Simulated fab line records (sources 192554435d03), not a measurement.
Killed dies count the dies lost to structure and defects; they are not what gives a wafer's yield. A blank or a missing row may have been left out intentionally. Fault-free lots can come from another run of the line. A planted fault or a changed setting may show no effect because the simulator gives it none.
A single fault, viewed from 2 desks | flow n5-finfet | each desk has only its own numbers; what lay behind them comes last

FOR THE TOOL OWNER'S DESK: rie-diel-01
The tool's own readings at N5_FIN_SAQP_SPACER1_ETCHBACK_25 (etches SiO2 in CHF3/O2, target depth 24.4 nm, time 12.2 s): means of the sampled wafers that have a number, for each lot that ran on this tool. A lot is out of limits, marked OUT, if its mean lies more than 4 standard deviations from the usual mean; the brackets give that distance.
Columns: A = drypump-motor-current-A at N5_FIN_SAQP_SPACER1_ETCHBACK_25, usual 5.7 A; B = oes_ar_750_au at N5_FIN_SAQP_SPACER1_ETCHBACK_25, usual 0.76 a.u.; C = oes-product-au at N5_FIN_SAQP_SPACER1_ETCHBACK_25, usual 0.76 a.u.; D = rf-fwd-power-W at N5_FIN_SAQP_SPACER1_ETCHBACK_25, usual 646.0 W; E = rf-vpp-V at N5_FIN_SAQP_SPACER1_ETCHBACK_25, usual 527 V; F = showerhead-plenum-p-Torr at N5_FIN_SAQP_SPACER1_ETCHBACK_25, usual 2.41 Torr; G = throttle-valve-pct at N5_FIN_SAQP_SPACER1_ETCHBACK_25, usual 18.99 %
lot  | first seen here | A   | B    | C    | D     | E   | F    | G
L866 | day 3 13:01     | 5.6 | 0.79 | 0.80 | 644.7 | 532 | 2.46 | 19.07
L869 | day 4 06:05     | 5.1 | 0.78 | 0.65 | 643.8 | 526 | 2.38 | 18.95
L871 | day 4 19:05     | 5.7 | 0.76 | 0.65 | 646.8 | 528 | 2.44 | 18.99
L873 | day 5 06:20     | 5.4 | 0.79 | 0.67 | 646.9 | 530 | 2.39 | 19.12
Result from this desk: across the 4 lots, nothing is out of limits.

METROLOGY DESK
Means of the sampled wafers that have a number, per lot and without regard to the tool the lot ran on: this is what the gauges read. A lot is out of limits, marked OUT, if its mean lies more than 4 standard deviations from the usual mean; the brackets give that distance. Of its 10 readings 7 are shown: those that lie furthest out on some lot.
Columns: A = DIBL_P at N5_BEOL_M4_RC_MEAS_101, usual 35.8 mV/V; B = IOFF_N at N5_BEOL_M4_RC_MEAS_101, usual 0.152 nA/um; C = ION_P at N5_BEOL_M4_RC_MEAS_101, usual 461 uA/um; D = SS_N at N5_BEOL_M4_RC_MEAS_101, usual 71.5 mV/dec; E = SS_P at N5_BEOL_M4_RC_MEAS_101, usual 73.1 mV/dec; F = VT_N at N5_BEOL_M4_RC_MEAS_101, usual 250.0 mV; G = VT_P at N5_BEOL_M4_RC_MEAS_101, usual -250.6 mV
lot  | first seen here | A    | B     | C   | D    | E    | F     | G
L863 | day 9 06:34     | 33.1 | 0.130 | 462 | 71.3 | 73.0 | 252.3 | -247.8
L866 | day 9 23:45     | 36.4 | 0.152 | 469 | 71.5 | 73.7 | 250.6 | -250.1
L869 | day 10 14:46    | 35.6 | 0.155 | 455 | 71.6 | 72.8 | 249.5 | -252.7
L873 | day 11 19:25    | 35.6 | 0.146 | 456 | 72.4 | 72.9 | 250.4 | -253.7
L871 | day 11 23:50    | 34.6 | 0.136 | 459 | 71.8 | 73.3 | 253.1 | -251.4
L883 | day 13 21:54    | 34.8 | 0.158 | 458 | 71.7 | 72.6 | 249.1 | -249.6
L882 | day 14 04:25    | 34.4 | 0.171 | 462 | 71.4 | 73.5 | 247.2 | -249.6
Result from this desk: across the 7 lots, nothing is out of limits.

BROUGHT TOGETHER
The tool owner's desk saw nothing out of limits.
Metrology desk: nothing out of limits seen.

WHAT HAD BEEN PUT IN BY THE SIMULATOR
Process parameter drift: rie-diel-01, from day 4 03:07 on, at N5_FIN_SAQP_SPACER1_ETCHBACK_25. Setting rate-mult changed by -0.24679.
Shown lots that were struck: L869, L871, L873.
